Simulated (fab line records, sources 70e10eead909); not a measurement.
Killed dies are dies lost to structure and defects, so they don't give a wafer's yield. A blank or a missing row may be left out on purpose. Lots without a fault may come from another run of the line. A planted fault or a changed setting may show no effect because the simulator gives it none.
Problem report in the 8D (eight disciplines) form, filled by code | flow nand_harc | the parts of the form that need people (team, actions taken, sign-off) are left out

1. THE PROBLEM
raw_defect_count at NHARC_A_BLC_INSPECT_12 reads a mean of 305 on 3 wafers of 1 lot; wafers without a fault read 34 with a standard deviation of 15. That is +18 standard deviations from the usual mean.
First seen on wafer L269.1, day 20 16:04, on defect_inspect-01. The record holds 33 wafers of 11 lots with a number at this step. Rule for "out", or "out of limits": more than 4 standard deviations from the usual mean. The other wafers with a number count as sound.

2. WHAT IT IS AND WHAT IT IS NOT
question                    | is                     | is not
which readings at this step | raw_defect_count       | -
which lots                  | L269                   | L260, L261, L262, L263, L264, L267, L280, L281, L282, L283
which wafers of those lots  | all that have a number | -
read on which gauges        | defect_inspect-01      | defect_inspect-02
when                        | from day 20 16:04      | up to then (18 sound wafers); but 12 sound wafers of L280, L281, L282, L283 came after

3. SUSPECTS, AND WHAT RULES EACH OUT
Counting: a tool at a process step up to the reading stays a suspect if it ran every lot that is out and no sound lot after the first of them.
- the gauge at NHARC_A_BLC_INSPECT_12: ruled out. All the wafers that are out were read on defect_inspect-01, but those of them that NHARC_END_SORT_01 has rows for are out there too, on other tools.
- rie_diel-07 at NHARC_A_CONTACT_ETCH_88 (etches the open film in CF4, target depth 39 nm, time 65 s): ruled out as a lasting fault. Sound lots L283 ran on it after its first lot that is out, L269 (day 20 10:49).
- rie_diel-07 at NHARC_A_CONTACT_ETCH_92 (etches the open film in CH3F/O2, target depth 40 nm, time 85.7 s): ruled out as a lasting fault. Sound lots L280, L281, L283 ran on it after its first lot that is out, L269 (day 20 12:52).
- cvd_w-02 at NHARC_A_CONTACT_CVD_19 (deposits W, target thk 300 nm, time 802 s): ruled out as a lasting fault. Sound lots L280, L281, L282 ran on it after its first lot that is out, L269 (day 20 15:11). NHARC_A_CONTACT_CVD_19 gives no start for some lots, so the hours and the order of its lots are those of NHARC_A_CONTACT_CMP_20.
- cmp-01 at NHARC_A_CONTACT_CMP_20 (polishes, t overpolish 30 s, target thk 300 nm): kept. It ran the lot that is out, L269 (day 20 15:11), and no sound lot after that; its last sound lot up to then is L267 (day 19 03:59).
Left after counting: cmp-01 at NHARC_A_CONTACT_CMP_20.

4. THE CAUSE (what the simulator had put in)
Chamber particle source: cmp-01, from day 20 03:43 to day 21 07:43, at NHARC_A_CONTACT_CMP_20. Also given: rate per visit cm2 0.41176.
Counting left only this tool.

5. THE CHAIN OF EFFECTS, in route order
Each row: a reading whose mean over the struck wafers that have a number lies more than 3 standard deviations from the usual. Only readings for which the record gives a usual standard deviation are gone through. hours: the time from each lot's start at the first step in this table that gives one to its start at this step, as a median over the lots. sigmas: the change in usual standard deviations.
hours | step                   | reading          | usual | on struck wafers | change | sigmas
0     | NHARC_A_BLC_INSPECT_12 | raw_defect_count | 34    | 305              | +271   | +18
44    | NHARC_END_SORT_01      | killed_at_array  | 30    | 234              | +204   | +20
44    | NHARC_END_SORT_01      | killed_dies      | 34    | 236              | +202   | +18

6. WHAT WOULD HAVE CAUGHT IT SOONER
In this record the first reading out of limits at a measuring or inspecting step was taken at day 20 16:04, 12 hours after the fault began at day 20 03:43.
Of the tool readings at NHARC_A_CONTACT_CMP_20 for which the record gives a usual standard deviation, none was out on any struck wafer, so an alarm limit of 4 standard deviations on them would not have fired.
All the lots that are out (1) had begun NHARC_A_CONTACT_CMP_20 on cmp-01 by day 20 16:04. A hold on the tool at that time would have spared none of them.
